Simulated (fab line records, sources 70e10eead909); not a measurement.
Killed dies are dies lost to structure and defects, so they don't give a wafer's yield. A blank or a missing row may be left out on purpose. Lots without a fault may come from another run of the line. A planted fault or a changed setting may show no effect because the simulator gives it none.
Chamber matching | flow nand_harc | NHARC_A_STAIRCASE_DESCUM_219 on rie_diel-03: 4 sister chambers
The step chemistry O2, time 3 s. 18 wafers are shown with their chamber, then 9 later ones without.

WAFERS WITH THEIR CHAMBER
wafer  | chamber | drypump_motor_current_A (A) | showerhead_plenum_p_Torr (Torr) | oes_product_au (a.u.)
L077.3 | 2       | 5.9                         | 1.95                            | 0.981
L077.5 | 1       | 5.1                         | 1.82                            | 0.997
L077.6 | 2       | 5.8                         | 1.95                            | 0.993
L079.1 | 0       | 5.9                         | 1.84                            | 1.014
L079.5 | 2       | 5.8                         | 1.95                            | 0.999
L079.6 | 1       | 5.1                         | 1.82                            | 1.006
L080.2 | 0       | 5.9                         | 1.84                            | 1.003
L080.3 | 1       | 5.1                         | 1.82                            | 0.996
L080.6 | 0       | 5.9                         | 1.84                            | 1.008
L083.2 | 1       | 5.1                         | 1.82                            | 0.999
L083.5 | 0       | 5.9                         | 1.83                            | 1.012
L083.6 | 3       | 5.9                         | 1.80                            | 0.988
L084.1 | 1       | 5.1                         | 1.81                            | 1.007
L084.4 | 3       | 5.9                         | 1.80                            | 0.995
L084.6 | 0       | 5.9                         | 1.83                            | 1.002
L087.2 | 2       | 5.8                         | 1.95                            | 0.990
L087.3 | 0       | 5.9                         | 1.83                            | 0.999
L087.6 | 2       | 5.8                         | 1.95                            | 1.002

SIGNATURES (means of the wafers above)
reading                  | chamber 0 | chamber 1 | chamber 2 | chamber 3 | scatter within a chamber
drypump_motor_current_A  | 5.900     | 5.100     | 5.820     | 5.900     | 0.0239
showerhead_plenum_p_Torr | 1.8350    | 1.8180    | 1.9500    | 1.8000    | 0.00405
oes_product_au           | 1.00633   | 1.00100   | 0.99300   | 0.99150   | 0.00642
Rule: a wafer's distance from a chamber is the root of the sum, over the readings, of the square of ((its reading less the chamber's mean) divided by the reading's scatter). The wafer belongs to the nearest chamber; if the next one is less than 2 further off, it can't be placed. The scatter: the root of (the sum of the squares of (reading less its chamber's mean) over the shown wafers, divided by (wafers less chambers)).

WAFERS WITHOUT THEIR CHAMBER
wafer  | drypump_motor_current_A (A) | showerhead_plenum_p_Torr (Torr) | oes_product_au (a.u.)
L089.3 | 5.1                         | 1.81                            | 0.994
L089.4 | 5.9                         | 1.94                            | 0.990
L089.6 | 5.9                         | 1.79                            | 0.997
L093.4 | 5.8                         | 1.94                            | 0.999
L093.5 | 5.9                         | 1.79                            | 0.993
L093.6 | 5.9                         | 1.82                            | 1.004
L094.2 | 5.9                         | 1.79                            | 1.000
L094.3 | 5.1                         | 1.81                            | 1.010
L094.4 | 5.9                         | 1.82                            | 0.997

WHICH CHAMBER EACH WENT THROUGH
wafer  | from the rows above     | in truth
L089.3 | 1                       | 1
L089.4 | 2                       | 2
L089.6 | 3                       | 3
L093.4 | 2                       | 2
L093.5 | 3                       | 3
L093.6 | can't be placed: 0 or 3 | 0
L094.2 | 3                       | 3
L094.3 | 1                       | 1
L094.4 | can't be placed: 0 or 3 | 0
Placed correctly: 7 of 9. Can't be placed from these rows: 2 (the true chamber is among the candidates in 2). Placed wrongly: 0.
